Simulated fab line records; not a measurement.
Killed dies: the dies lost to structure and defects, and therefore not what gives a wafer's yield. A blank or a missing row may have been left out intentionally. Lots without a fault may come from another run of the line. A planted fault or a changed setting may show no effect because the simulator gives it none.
fab line records :: flow n5_finfet
record
  lots=5
  wafers=14
  last_day=17
route steps=1938 shown BEOL_M5@1182 BEOL_M6@1194 PASSIVATION@1936
lots with no fault: from the same line, run without faults
start_h: hours from the record's first day to the start of the lot's first wafer shown :: wait_h: time in hours since the lot's previous step :: " repeats the value in the row above :: L1.1+2: a row that stands for several wafers :: - no value present, or no start provided :: * or withheld: withheld :: < > ~ a bound
route shown NAME@n: a module of which the file shows steps, and the number in the route of the first :: usual: mean/standard deviation taken from wafers without a fault :: same: alike in all rows :: chamber/n: place in a boat :: sites: each site's reading :: _std_site: the values' standard deviation :: _edge_site: the outer-site mean with the inner-site mean subtracted :: radius_mm: how far each site lies from the wafer's centre :: mask NAME#n: copy n :: behind: the tool/chamber that last shaped the wafer :: hold: why the lot went on hold/how many hours it stayed there/how the hold came to an end :: device: transistor that didn't switch, given as n, p or np :: end of line: the route-end tests of the same wafers :: a step without rows: its recipe alone :: killed: dies that structure and defects cost at the first sort, which is not the same as the wafer's yield :: map: dies across one wafer; x = killed, . = not, _ = none there
set.NAME: the setting as run; set.NAME@STEP: as run at that earlier step :: model.NAME: the simulator's own value behind a step, which no gauge read
lots at selected steps of the route; one table per step, one row per wafer
services: when a tool's chamber went out of use (start_h, in hours from the record's first day, below 0 if earlier), for how many hours, and the reason
## steps
# step N5_BEOL_M5_ANNEAL_89
# recipe
  temp_c=400
  time_s=1800
  ambient=vacuum
# step N5_BEOL_M5_SPUTTER_90
# recipe
  material=Cu
  target_thk_a=45
  temp_c=-20
  chamber_pressure_pa=0.07
  power_w=withheld
  time_s=8.29
# step N5_BEOL_M5_ECD_50
# recipe
  material=Cu
  target_thk_a=3000
# step N5_BEOL_M5_ANNEAL_51
# recipe
  temp_c=225
  time_s=90
  ambient=N2
# step N5_BEOL_M5_CMP_52
# recipe
  stop_on=SiCOH_lowk
  t_overpolish_s=6.9
  down_force_psi=1
  platen_rpm=50
  clearing_platen_down_force_psi=1.5
  clearing_platen_rpm=50
  post_cmp_clean=cu_alkaline
  target_thk_nm=62
  clearing_platen_pad_velocity_m_s=0.99484
  pad_velocity_m_s=0.99484
# step N5_BEOL_M5_PRE_CLEAN_77
# recipe
  gas=NH3/H2
  time_s=15
  temp_c=*
  rf_power_w=300
# step N5_BEOL_M5_CO_CAP_78
# recipe
  material=Co
  target_thk_a=20
  temp_c=200
  precursor=CCTBA/H2
  pressure_torr=30
  time_s=102.1
# step N5_BEOL_M5_PRE_CLEAN_55
# recipe
  gas=NH3
  time_s=15
  temp_c=withheld
  rf_power_w=300
# step N5_BEOL_M5_DEP_56
# recipe
  material=SiCN
  target_thk_a=80
  temp_c=withheld
  precursor=3MS/NH3
  pressure_torr=3
  rf_w=202
  time_s=14
# step N5_BEOL_M6_ILD_DEP_00
# recipe
  material=SiCOH_lowk
  target_thk_a=1797.5
  temp_c=300
  precursor=DEMS/porogen
  pressure_torr=5
  rf_w=500
  time_s=33.4
# usual
  heater_power_w=319/46
  showerhead_plenum_p_Torr=5.744/0.016
  throttle_valve_pct=13.7/0.73
lot.wafer: L291.1
tool: pecvd-01
chamber: 0
start_h: 198.10
wait_h: 0.0
heater_power_w: 239
showerhead_plenum_p_Torr: 5.762
throttle_valve_pct: 14.7
model.SiCOH_lowk_of_BEOL_M6_ILD_DEP_00.thk_nm: 177.6

lot.wafer: L291.3
tool: pecvd-01
chamber: 1
start_h: 198.10
wait_h: 0.0
heater_power_w: 329
showerhead_plenum_p_Torr: 5.748
throttle_valve_pct: 12.5
model.SiCOH_lowk_of_BEOL_M6_ILD_DEP_00.thk_nm: 180

lot.wafer: L291.4
tool: pecvd-01
chamber: 2
start_h: 198.10
wait_h: 0.0
heater_power_w: 331
showerhead_plenum_p_Torr: 5.738
throttle_valve_pct: 12.6
model.SiCOH_lowk_of_BEOL_M6_ILD_DEP_00.thk_nm: 180.2

lot.wafer: L295.1
tool: pecvd-03
chamber: 1
start_h: 222.25
wait_h: 0.0
heater_power_w: 310
showerhead_plenum_p_Torr: 5.766
throttle_valve_pct: 13.9
model.SiCOH_lowk_of_BEOL_M6_ILD_DEP_00.thk_nm: 176.4

lot.wafer: L295.3
tool: pecvd-03
chamber: 0
start_h: 222.25
wait_h: 0.0
heater_power_w: 347
showerhead_plenum_p_Torr: 5.741
throttle_valve_pct: 13.7
model.SiCOH_lowk_of_BEOL_M6_ILD_DEP_00.thk_nm: 180.4

lot.wafer: L295.5
tool: pecvd-03
chamber: 0
start_h: 222.25
wait_h: 0.0
heater_power_w: 339
showerhead_plenum_p_Torr: 5.751
throttle_valve_pct: 13.8
model.SiCOH_lowk_of_BEOL_M6_ILD_DEP_00.thk_nm: 180.2

lot.wafer: L307.1
tool: pecvd-03
chamber: 2
start_h: 292.10
wait_h: 0.0
heater_power_w: 325
showerhead_plenum_p_Torr: 5.705
throttle_valve_pct: 12.7
model.SiCOH_lowk_of_BEOL_M6_ILD_DEP_00.thk_nm: 184.2

lot.wafer: L307.6
tool: pecvd-03
chamber: 1
start_h: 292.10
wait_h: 0.0
heater_power_w: 338
showerhead_plenum_p_Torr: 5.743
throttle_valve_pct: 13.9
model.SiCOH_lowk_of_BEOL_M6_ILD_DEP_00.thk_nm: 180

lot.wafer: L310.2
tool: pecvd-03
chamber: 2
start_h: 311.18
wait_h: 0.0
heater_power_w: 343
showerhead_plenum_p_Torr: 5.699
throttle_valve_pct: 12.7
model.SiCOH_lowk_of_BEOL_M6_ILD_DEP_00.thk_nm: 177.4

lot.wafer: L310.5
tool: pecvd-03
chamber: 1
start_h: 311.18
wait_h: 0.0
heater_power_w: 346
showerhead_plenum_p_Torr: 5.747
throttle_valve_pct: 14.0
model.SiCOH_lowk_of_BEOL_M6_ILD_DEP_00.thk_nm: 183.6

lot.wafer: L310.6
tool: pecvd-03
chamber: 0
start_h: 311.18
wait_h: 0.0
heater_power_w: 390
showerhead_plenum_p_Torr: 5.747
throttle_valve_pct: 13.9
model.SiCOH_lowk_of_BEOL_M6_ILD_DEP_00.thk_nm: 181.2

lot.wafer: L312.1
tool: pecvd-03
chamber: 1
start_h: 323.64
wait_h: 0.0
heater_power_w: 342
showerhead_plenum_p_Torr: 5.774
throttle_valve_pct: 14.2
model.SiCOH_lowk_of_BEOL_M6_ILD_DEP_00.thk_nm: 181

lot.wafer: L312.3
tool: pecvd-03
chamber: 0
start_h: 323.64
wait_h: 0.0
heater_power_w: 390
showerhead_plenum_p_Torr: 5.756
throttle_valve_pct: 14.1
model.SiCOH_lowk_of_BEOL_M6_ILD_DEP_00.thk_nm: 180.2

lot.wafer: L312.6
tool: pecvd-03
chamber: 0
start_h: 323.64
wait_h: 0.0
heater_power_w: 389
showerhead_plenum_p_Torr: 5.743
throttle_valve_pct: 13.8
model.SiCOH_lowk_of_BEOL_M6_ILD_DEP_00.thk_nm: 182
# step N5_BEOL_M6_CURE_74
# recipe
  temp_c=385
  time_s=240
  ambient=He/Ar
  material=SiCOH_lowk
# step N5_BEOL_M6_PECVD_70
# recipe
  material=SiO2
  target_thk_a=200
  temp_c=400
  precursor=TEOS/O2
  pressure_torr=5.5
  rf_w=450
  teos_flow_sccm=53.8
  gas=O2
  flow_sccm=3000
  time_s=22.7
# step N5_BEOL_M6_HM_DEP_02
# recipe
  material=TiN
  target_thk_a=200
  temp_c=25
  chamber_pressure_pa=0.49996
# step N5_BEOL_M6_COAT_59
# recipe
  resist=SOC
  temp_c=250
  time_s=60
  spin_rpm=1500
  resist_thk_nm=100
# step N5_BEOL_M6_COAT_60
# recipe
  resist=SiARC
  temp_c=220
  time_s=60
  spin_rpm=1500
  resist_thk_nm=35
# step N5_BEOL_M6_COAT_05
# recipe
  resist=CAR-ArF
  spin_rpm=1500
  resist_thk_nm=90
# step N5_BEOL_M6_EBR_07
# recipe
  solvent=PGMEA
  ebr_width_mm=1.5
# step N5_BEOL_M6_SOFTBAKE_06
# recipe
  temp_c=110
  time_s=60
  resist=CAR-ArF
# step N5_BEOL_M6_EXPOSE_08
# recipe
  mask_id=M6
  na=1.35
  source_shape=dipole
  sigma_inner=0.817
  sigma_outer=0.97
  polarization=te
  dose_mj=68.25
# step N5_BEOL_M6_PEB_09
# recipe
  peb_temp_c=withheld
  peb_time_s=60
  resist=CAR-ArF
# step N5_BEOL_M6_DEVELOP_10
# recipe
  develop_time_s=30
  developer=TMAH
  resist=CAR-ArF
  rinse_liquid=diw
  dry=air_spin
  dev_temp_c=23
# step N5_BEOL_M6_DESCUM_16
# recipe
  chemistry=O2
  time_s=7.9
  source_power_w=50
  bias_power_w=20
  pressure_mtorr=20
  rf_frequency_hz=2.712e+07
  temp_c=40
  resist=CAR-ArF
  o2_flow_sccm=225
# step N5_BEOL_M6_ETCH_61
# recipe
  chemistry=CF4
  target=SiARC
  target_depth_a=455
  mask_material=CAR-ArF
  time_s=75.8
  ion_energy_ev=80
  pressure_mtorr=40
  source_w=545
  bias_w=36
  Ar_flow_sccm=100
  cf4_flow_sccm=100
  ends=cleared
# step N5_BEOL_M6_ETCH_62
# recipe
  chemistry=N2/H2
  target=SOC
  target_depth_a=1100
  overetch_a=220
  mask_material=SiARC
  temp_c=40
  time_s=165
  ion_energy_ev=200
  pressure_mtorr=30
  source_w=840
  bias_w=150
  n2_flow_sccm=200
  h2_flow_sccm=200
# step N5_BEOL_M6_STRIP_68
# recipe
  chemistry=N2/H2
  temp_c=40
  n2_flow_sccm=200
  h2_flow_sccm=200
  rf_frequency_hz=6e+07
# step N5_BEOL_M6_STRIP_67
# recipe
  chemistry=CF4
  resist=SiARC
  power_w=300
  bias_power_w=75
  pressure_mtorr=50
  cf4_flow_sccm=150
  rf_frequency_hz=6e+07
# step N5_BEOL_M6_HM_OPEN_17
# recipe
  chemistry=Cl2/BCl3
  target_depth_a=200
  overetch_a=60
  target=TiN
  mask_material=SOC
  ion_energy_ev=150
  pressure_mtorr=10
  icp_w=1000
  bias_w=126
  Cl2_flow_sccm=53.25
  bcl3_flow_sccm=21.75
  Ar_flow_sccm=25
# step N5_BEOL_M6_STRIP_19
# recipe
  chemistry=O2
  power_w=400
  temp_c=40
  pressure_mtorr=30
  rf_frequency_hz=6e+07
  bias_power_w=0
  overash_fraction=0.2
  o2_flow_sccm=225
# step N5_BEOL_M6_COAT_63
# recipe
  resist=SOC
  temp_c=250
  time_s=60
  spin_rpm=1500
  resist_thk_nm=60
# step N5_BEOL_M6_COAT_64
# recipe
  resist=SiARC
  temp_c=220
  time_s=60
  spin_rpm=1500
  resist_thk_nm=12
# step N5_BEOL_M6_COAT_71
# recipe
  resist=underlayer
  temp_c=205
  time_s=60
  spin_rpm=1500
  resist_thk_nm=5
# step N5_BEOL_M6_COAT_22
# recipe
  resist=CAR-EUV
  spin_rpm=1500
  resist_thk_nm=30
# step N5_BEOL_M6_EBR_24
# recipe
  solvent=PGMEA
  ebr_width_mm=1.5
# step N5_BEOL_M6_SOFTBAKE_23
# recipe
  temp_c=110
  time_s=60
  resist=CAR-EUV
# step N5_BEOL_M6_CMP_52
# recipe
  stop_on=SiCOH_lowk
  t_overpolish_s=6.9
  down_force_psi=1
  platen_rpm=50
  clearing_platen_down_force_psi=1.5
  clearing_platen_rpm=50
  post_cmp_clean=cu_alkaline
  target_thk_nm=80
  clearing_platen_pad_velocity_m_s=0.99484
  pad_velocity_m_s=0.99484
# usual
  barrier_field_endpoint_s=29.0/0.81
  motor_current_A=5.9/0.57
  overpolish_run_s=6.902/0.0088
  time_to_endpoint_s=62/3.5
# same
  t_overpolish_s=6.9
lot.wafer: L291.1
tool: cmp-01
chamber: 1
start_h: 203.41
wait_h: 0.3
barrier_field_endpoint_s: 29.7
motor_current_A: 6.6
overpolish_run_s: 6.902
time_to_endpoint_s: 62
model.SiCOH_lowk_of_BEOL_M6_ILD_DEP_00.thk_nm: 150.2

lot.wafer: L291.4
tool: cmp-01
chamber: 3
start_h: 203.41
wait_h: 0.3
barrier_field_endpoint_s: 29.4
motor_current_A: 6.9
overpolish_run_s: 6.882
time_to_endpoint_s: 62
model.SiCOH_lowk_of_BEOL_M6_ILD_DEP_00.thk_nm: 152.4

lot.wafer: L291.3
tool: cmp-01
chamber: 0
start_h: 203.41
wait_h: 0.3
barrier_field_endpoint_s: 29.0
motor_current_A: 5.5
overpolish_run_s: 6.901
time_to_endpoint_s: 59
model.SiCOH_lowk_of_BEOL_M6_ILD_DEP_00.thk_nm: 152.2

lot.wafer: L295.3
tool: cmp-01
chamber: 1
start_h: 229.67
wait_h: 0.2
barrier_field_endpoint_s: 29.3
motor_current_A: 6.7
overpolish_run_s: 6.906
time_to_endpoint_s: 59
model.SiCOH_lowk_of_BEOL_M6_ILD_DEP_00.thk_nm: 152.6

lot.wafer: L295.1
tool: cmp-01
chamber: 3
start_h: 229.67
wait_h: 0.2
barrier_field_endpoint_s: 28.8
motor_current_A: 6.9
overpolish_run_s: 6.907
time_to_endpoint_s: 61
model.SiCOH_lowk_of_BEOL_M6_ILD_DEP_00.thk_nm: 149.2

lot.wafer: L295.5
tool: cmp-01
chamber: 1
start_h: 229.67
wait_h: 0.2
barrier_field_endpoint_s: 29.3
motor_current_A: 6.6
overpolish_run_s: 6.888
time_to_endpoint_s: 60
model.SiCOH_lowk_of_BEOL_M6_ILD_DEP_00.thk_nm: 152.4

lot.wafer: L307.1
tool: cmp-03
chamber: 2
start_h: 298.24
wait_h: 0.3
barrier_field_endpoint_s: 28.3
motor_current_A: 5.3
overpolish_run_s: 6.906
time_to_endpoint_s: 59
model.SiCOH_lowk_of_BEOL_M6_ILD_DEP_00.thk_nm: 155.8

lot.wafer: L307.6
tool: cmp-03
chamber: 2
start_h: 298.24
wait_h: 0.3
barrier_field_endpoint_s: 28.6
motor_current_A: 5.5
overpolish_run_s: 6.895
time_to_endpoint_s: 59
model.SiCOH_lowk_of_BEOL_M6_ILD_DEP_00.thk_nm: 152.2

lot.wafer: L310.2
tool: cmp-04
chamber: 3
start_h: 319.73
wait_h: 0.2
barrier_field_endpoint_s: 29.3
motor_current_A: 5.7
overpolish_run_s: 6.905
time_to_endpoint_s: 64
model.SiCOH_lowk_of_BEOL_M6_ILD_DEP_00.thk_nm: 150

lot.wafer: L310.6
tool: cmp-04
chamber: 2
start_h: 319.73
wait_h: 0.2
barrier_field_endpoint_s: 28.7
motor_current_A: 6.8
overpolish_run_s: 6.909
time_to_endpoint_s: 58
model.SiCOH_lowk_of_BEOL_M6_ILD_DEP_00.thk_nm: 153.2

lot.wafer: L310.5
tool: cmp-04
chamber: 3
start_h: 319.73
wait_h: 0.2
barrier_field_endpoint_s: 28.5
motor_current_A: 6.1
overpolish_run_s: 6.898
time_to_endpoint_s: 66
model.SiCOH_lowk_of_BEOL_M6_ILD_DEP_00.thk_nm: 155.4

lot.wafer: L312.3
tool: cmp-03
chamber: 2
start_h: 332.15
wait_h: 0.2
barrier_field_endpoint_s: 28.3
motor_current_A: 5.5
overpolish_run_s: 6.890
time_to_endpoint_s: 61
model.SiCOH_lowk_of_BEOL_M6_ILD_DEP_00.thk_nm: 152.4

lot.wafer: L312.1
tool: cmp-03
chamber: 1
start_h: 332.15
wait_h: 0.2
barrier_field_endpoint_s: 29.2
motor_current_A: 5.5
overpolish_run_s: 6.897
time_to_endpoint_s: 65
model.SiCOH_lowk_of_BEOL_M6_ILD_DEP_00.thk_nm: 153

lot.wafer: L312.6
tool: cmp-03
chamber: 3
start_h: 332.15
wait_h: 0.2
barrier_field_endpoint_s: 29.1
motor_current_A: 5.5
overpolish_run_s: 6.904
time_to_endpoint_s: 62
model.SiCOH_lowk_of_BEOL_M6_ILD_DEP_00.thk_nm: 154
# step N5_PASSIVATION_PROBE_49
# usual
  defect_limited_yield=90.9/1.6
  killed_at_M0_to_M3=34/11
  killed_at_M4_up=14/5.7
  killed_at_contacts=13/6.5
  killed_at_front_end=43/11
  killed_at_other=4/3.1
  killed_dies=107/19
  killed_open=71/14
  killed_short=35/7.9
  sort_bin_5_function=5.3/1.1
  sort_bin_6_memory=3.4/0.74
  sort_n_pass=1073/19
  sort_yield_pct=90.9/1.6
# same
  gross_dies=1180
  killed_at_back_side=0
  sort_bin_4_leakage[%]=0
  sort_bin_8_speed[%]=0
lot.wafer: L295.1
tool: prober-01
chamber: -
start_h: 314.90
wait_h: 0.0
defect_limited_yield[%]: 91.4
killed_at_M0_to_M3: 28
killed_at_M4_up: 9
killed_at_contacts: 14
killed_at_front_end: 48
killed_at_other: 2
killed_dies: 101
killed_open: 61
killed_short: 38
sort_bin_5_function[%]: 4.7
sort_bin_6_memory[%]: 3.4
sort_n_pass: 1079
sort_yield_pct[%]: 91.4

lot.wafer: L295.3
tool: prober-01
chamber: -
start_h: 315.00
wait_h: 0.1
defect_limited_yield[%]: 92.0
killed_at_M0_to_M3: 16
killed_at_M4_up: 17
killed_at_contacts: 19
killed_at_front_end: 41
killed_at_other: 1
killed_dies: 94
killed_open: 59
killed_short: 35
sort_bin_5_function[%]: 4.7
sort_bin_6_memory[%]: 2.9
sort_n_pass: 1086
sort_yield_pct[%]: 92.0
# killed by level:class
L295.1 STI_FIN_REVEAL:geometric_particle:open=10 MOL_CONTACT_COAG:geometric_particle:open=9 BEOL_M0_SAQP:geometric_particle:short=9 FIN_SAQP:geometric_particle:open=7 BEOL_M0_SAQP:geometric_particle:open=7 GATE_CUT:geometric_particle:short=5 MOL_CONTACT_COAG:geometric_particle:short=5 STARTING-WAFER:geometric_particle:open=5
L295.3 MOL_CONTACT_COAG:geometric_particle:open=14 GATE_CUT:geometric_particle:short=10 BEOL_M4:geometric_particle:open=8 STI_FIN_REVEAL:geometric_particle:open=7 BEOL_M0_SAQP:geometric_particle:short=5 DUMMY_GATE:geometric_particle:open=5 MOL_CONTACT_COAG:geometric_particle:short=5 FIN_SAQP:geometric_particle:open=4
## services
tool: cmp-04
chamber: -
start_h: 175.23
hours: 1.2
kind: repair

tool: cmp-03
chamber: -
start_h: 185.86
hours: 5.9
kind: repair

tool: pecvd-03
chamber: -
start_h: 195.89
hours: 6.0
kind: pm

tool: pecvd-03
chamber: 2
start_h: 202.38
hours: -
kind: clean

tool: pecvd-03
chamber: 2
start_h: 202.38
hours: -
kind: consumable_replace:showerhead

tool: pecvd-03
chamber: 2
start_h: 202.38
hours: 29.0
kind: scheduled_down

tool: pecvd-03
chamber: 2
start_h: 202.38
hours: 29.0
kind: vent_cycle

tool: cmp-03
chamber: -
start_h: 203.28
hours: 1.0
kind: repair

tool: pecvd-03
chamber: -
start_h: 207.52
hours: 4.3
kind: pm

tool: cmp-03
chamber: -
start_h: 208.51
hours: 0.7
kind: repair

tool: cmp-01
chamber: -
start_h: 216.30
hours: 6.0
kind: pm

tool: cmp-03
chamber: -
start_h: 228.00
hours: 4.0
kind: pm

tool: cmp-03
chamber: -
start_h: 234.83
hours: 4.0
kind: pm

tool: cmp-03
chamber: -
start_h: 241.71
hours: 8.8
kind: pm

tool: cmp-01
chamber: -
start_h: 248.49
hours: 9.0
kind: repair

tool: cmp-01
chamber: -
start_h: 262.95
hours: 3.7
kind: repair

tool: cmp-03
chamber: -
start_h: 276.12
hours: 4.4
kind: repair

tool: cmp-04
chamber: -
start_h: 280.95
hours: 2.1
kind: repair

tool: cmp-01
chamber: -
start_h: 281.95
hours: 4.0
kind: pm

tool: cmp-01
chamber: -
start_h: 285.95
hours: -
kind: consumable_replace:conditioner

tool: cmp-04
chamber: -
start_h: 317.85
hours: 1.7
kind: repair

tool: pecvd-03
chamber: 2
start_h: 319.19
hours: 5.5
kind: scheduled_down

tool: pecvd-03
chamber: 0
start_h: 324.65
hours: 5.5
kind: scheduled_down

tool: cmp-03
chamber: -
start_h: 326.71
hours: 1.0
kind: repair
## key
first_sign none at tools or gauges
model_effect
  step=N5_BEOL_M6_ILD_DEP_00
  value=SiCOH_lowk_of_BEOL_M6_ILD_DEP_00.thk_nm
  without=175.5
  struck=182.9
model_effect
  step=N5_BEOL_M6_CMP_52
  value=SiCOH_lowk_of_BEOL_M6_ILD_DEP_00.thk_nm
  without=148.3
  struck=154.7
met_at N5_BEOL_M6_ILD_DEP_00
struck_wafers L307.1,L310.5,L312.1
onset_between 222.25 292.10
fault
  kind=process_parameter_drift
  tool=pecvd-03
  chamber=-
  onset_h=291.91
  steps=N5_BEOL_M6_ILD_DEP_00
  channel=time_s
  offset=*
  shape=step
  end_h=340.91
  scope=struck_wafers_only
  acts_in=*
  stated=*
